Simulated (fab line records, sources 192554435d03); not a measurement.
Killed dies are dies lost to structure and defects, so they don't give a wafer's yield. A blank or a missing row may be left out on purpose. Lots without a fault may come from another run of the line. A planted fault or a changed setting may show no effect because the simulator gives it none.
A struck lot beside a sound one | flow n5_finfet | 37 steps out of a route of 1938
Sound: wafers L755.2, L755.4, L755.6. Struck: wafer L762.5. (L762.4 of the same lot was not struck and is left out.) The cause comes at the end.
At each step with rows: each side's tool, then ch and its chambers, then its first start. Under that, the readings that differ: sound wafers | struck wafers | difference of the means | sigmas: that difference in standard deviations of wafers without a fault.
alike: readings whose means differ by less than 2 such deviations, and words and numbers that are the same on both sides. not compared: withheld readings, readings that some wafer has no value for, bounds like >300 that may hide the same value, and numbers for which the record gives no deviation and whose values overlap.
The two part at a step that has a row with sigmas, a row that says differs or no value, or rows on one side only. Numbers that don't overlap but have no deviation are shown without sigmas and don't part them. A reading that every wafer of one side lacks parts them only if that side has two wafers or more.

first, 9 steps without rows for these wafers: N5_BEOL_M10_PEB_26 (peb time 60 s); N5_BEOL_M10_DEVELOP_27 (develop time 30 s); N5_BEOL_M10_DESCUM_33 (chemistry O2, time 7.9 s); N5_BEOL_M10_ETCH_65 (etches SiARC in CF4, target depth 39 nm, time 65 s); N5_BEOL_M10_ETCH_66 (etches SOC in N2/H2, target depth 120 nm, overetch 24 nm, time 180 s); N5_BEOL_M10_STRIP_69 (strips in N2/H2); N5_BEOL_M10_VIA_ETCH_34 (etches SiCOH lowk in C4F6/O2, target depth 184.5 nm, time 69.2 s); N5_BEOL_M10_STRIP_73 (strips in C4F6/O2); N5_BEOL_M10_STRIP_36 (strips in N2/H2).
N5_BEOL_M10_TRENCH_ETCH_37: etches SiCOH lowk in C4F6/O2, target depth 148.83 nm, time 48 s.
  sound on rie_diel-03 ch 2,3, day 12 16:13; struck on rie_diel-03 ch 3, day 14 13:25
  reading                                     | sound          | struck | difference | sigmas
  oes_product_au (a.u.)                       | 0.68 0.68 0.95 | 1.17   | +0.40      | +4
  model.etch.depth_nm (nm)                    | 145 145.7 153  | 218.3  | +70.4      |
  model.BEOL_M10.feature_depth_nm (nm)        | 145 145.6 153  | 218.4  | +70.5      |
  model.TiN_of_BEOL_M10_HM_DEP_02.thk_nm (nm) | 15.8 15.8 15.6 | 13.8   | -1.9       |
  alike: drypump_motor_current_A, rf_vpp_V, showerhead_plenum_p_Torr, throttle_valve_pct
  not compared: rf_hours_counter_h
then, 2 steps without rows for these wafers: N5_BEOL_M10_ETCH_41 (etches SiCN in CH3F/O2, target depth 42.6 nm, time 86 s); N5_BEOL_M10_STRIP_77 (strips in N2/H2, time 10 s).
N5_BEOL_M10_OCD_MEAS_38:
  sound on ocd-01, day 12 16:24; struck on ocd-01, day 14 13:37
  reading              | sound             | struck | difference | sigmas
  trench_depth_nm (nm) | 145.3 145.3 152.8 | 217.9  | +70.1      | +30
then, 13 steps without rows for these wafers: N5_BEOL_M10_HM_STRIP_39 (strips TiN in peroxide tin strip, target depth 25 nm, time 158 s); N5_BEOL_M10_SRD_40 (time 30 s); N5_BEOL_M10_PRECLEAN_42 (cleans in residue remover, time 60 s); N5_BEOL_M10_SRD_43 (time 30 s); N5_BEOL_M10_CURE_72 (cures SiCOH lowk, time 120 s); N5_BEOL_M10_DEGAS_44 (time 60 s); N5_BEOL_M10_PRE_CLEAN_45 (time 30 s); N5_BEOL_M10_ALD_74 (deposits TaN, target thk 2 nm, pulse time 2 s, purge time 3 s); N5_BEOL_M10_SURFACE_TREAT_76; N5_BEOL_M10_CVD_75 (deposits Co from CCTBA/H2, target thk 2 nm, time 138.9 s); N5_BEOL_M10_SPUTTER_48 (material Cu, target thk 12 nm, time 2 s); N5_BEOL_M10_ECD_50 (material Cu, target thk 318 nm); N5_BEOL_M10_ANNEAL_51 (time 90 s).
N5_BEOL_M10_CMP_52: polishes, stops on SiCOH lowk, t overpolish 7 s, target thk 140 nm.
  sound on cmp-02 ch 0,1,2, day 12 19:08; struck on cmp-02 ch 3, day 14 16:10
  reading                                 | sound           | struck | difference | sigmas
  motor_current_A (A)                     | 5.5 5.8 6.1     | 7.5    | +1.7       | +3
  model.Cu_of_BEOL_M10_ECD_50.thk_nm (nm) | 135.8 136 141.4 | 209.8  | +72.1      |
N5_BEOL_M10_THK_MEAS_53: measures by xrf.
  sound on film_metro-01, day 12 19:26; struck on film_metro-01, day 14 16:28
  reading      | sound             | struck | difference | sigmas
  M10_THK (nm) | 138.9 139.9 144.7 | 215.2  | +74.0      | +27
then, 2 steps without rows for these wafers: N5_BEOL_M10_PRE_CLEAN_55 (time 15 s); N5_BEOL_M10_DEP_56 (deposits SiCN from 3MS/NH3, target thk 15 nm, time 26.5 s).
N5_BEOL_M10_RS_MEAS_57: measures by four-point-probe.
  sound on film_metro-02, day 12 19:34; struck on film_metro-02, day 14 16:36
  reading         | sound                | struck | difference | sigmas
  M10_RS (ohm/sq) | 0.1560 0.1558 0.1491 | 0.0973 | -0.0563    | -19
then, 5 steps without rows for these wafers: N5_BEOL_M11_ILD_DEP_00 (deposits SiCOH lowk from DEMS/porogen, target thk 308.51 nm, time 58 s); N5_BEOL_M11_CURE_71 (cures SiCOH lowk, time 240 s); N5_BEOL_M11_PECVD_70 (deposits SiO2 from TEOS/O2, target thk 20 nm, time 22.7 s); N5_BEOL_M11_HM_DEP_02 (deposits TiN, target thk 20 nm); N5_BEOL_M11_COAT_59 (time 60 s, resist thk 100 nm).
N5_BEOL_M15_RC_MEAS_101:
  sound on prober-02 ch 0, day 14 11:09; struck on prober-02 ch 0, day 16 04:05
  reading                    | sound          | struck | difference | sigmas
  SERP_M10 (ohm/um)          | 3.19 3.16 3.06 | 1.98   | -1.16      | -15
  SERP_M10_max_site (ohm/um) | 3.25 3.28 3.14 | 2.03   | -1.19      | -16
  SERP_M7 (ohm/um)           | 14.5 14.3 14.5 | 13.2   | -1.2       | -2
  SERP_M7_max_site (ohm/um)  | 14.9 15.8 14.7 | 13.7   | -1.4       | -3
  SERP_M8 (ohm/um)           | 13.4 14.5 13.7 | 12.7   | -1.2       | -2
  alike: COMB_M11, COMB_M12, COMB_M13, COMB_M14, COMB_M15, COMB_M5, COMB_M6, COMB_M6_max_site, COMB_M7, COMB_M8, COMB_M9, SERP_M11, SERP_M12, SERP_M13, SERP_M14, SERP_M5, SERP_M6, SERP_M9

WHERE THEY PART
First at N5_BEOL_M10_TRENCH_ETCH_37; last, within this record, at N5_BEOL_M15_RC_MEAS_101.

WHY: what the simulator had put in
Process parameter drift: rie_diel-03, from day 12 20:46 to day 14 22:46, at N5_BEOL_M10_TRENCH_ETCH_37. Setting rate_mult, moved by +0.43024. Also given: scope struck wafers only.
